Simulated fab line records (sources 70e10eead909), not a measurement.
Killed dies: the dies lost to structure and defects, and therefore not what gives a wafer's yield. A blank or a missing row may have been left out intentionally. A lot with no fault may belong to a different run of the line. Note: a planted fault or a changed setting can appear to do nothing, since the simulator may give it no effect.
Chamber matching + flow nand harc + rie diel-05 running NHARC_A_SLIT_ETCH_29: 4 sister chambers
The step etches the open film in CF4/O2, target depth 100 nm, overetch 10 nm, time 55 s. 7 wafers are shown with their chamber, then 9 later ones without.

## EACH WAFER AND ITS CHAMBER
| wafer  | chamber | drypump motor current A (A) | oes product au (a.u.) |
|--------|---------|-----------------------------|-----------------------|
| L083.4 | 0       | 4.9                         | 0.991                 |
| L084.3 | 3       | 6.6                         | 0.994                 |
| L084.4 | 0       | 4.8                         | 1.006                 |
| L084.6 | 3       | 6.6                         | 0.997                 |
| L088.4 | 2       | 5.5                         | 1.009                 |
| L088.5 | 1       | 5.7                         | 1.009                 |
| L088.6 | 2       | 5.6                         | 1.009                 |

## WAFERS MISSING THEIR CHAMBER
| wafer  | drypump motor current A (A) | oes product au (a.u.) |
|--------|-----------------------------|-----------------------|
| L089.4 | 6.6                         | 0.996                 |
| L089.5 | 4.8                         | 1.007                 |
| L089.6 | 6.6                         | 0.996                 |
| L092.3 | 4.8                         | 0.984                 |
| L092.5 | 4.8                         | 0.992                 |
| L092.6 | 5.6                         | 0.994                 |
| L094.2 | 4.9                         | 0.994                 |
| L094.4 | 5.6                         | 1.001                 |
| L094.6 | 5.5                         | 1.009                 |

## CHAMBER TAKEN BY EACH
| wafer  | from the rows above     | in truth |
|--------|-------------------------|----------|
| L089.4 | 3                       | 3        |
| L089.5 | 0                       | 0        |
| L089.6 | 3                       | 3        |
| L092.3 | 0                       | 0        |
| L092.5 | 0                       | 0        |
| L092.6 | can't be placed: 2 or 1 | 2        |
| L094.2 | 0                       | 0        |
| L094.4 | can't be placed: 2 or 1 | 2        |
| L094.6 | 2                       | 2        |
Placed correctly: 7 of 9. Unplaceable from these rows: 2, with the true chamber sitting among the candidates in 2. Placed wrongly: 0.
How it was worked out, from the rows above alone: a wafer's distance from a chamber is the root of the sum, over the readings, of the square of ((its reading less the chamber's mean) divided by the reading's scatter). If the next closest chamber is less than 2 further off than the closest, the wafer can't be placed; otherwise it belongs to the closest. The mean given for a chamber averages the wafers shown for that chamber. The scatter is the square root of a quotient: the sum, over the shown wafers, of each reading's squared deviation from its chamber's mean, divided by wafers minus chambers.
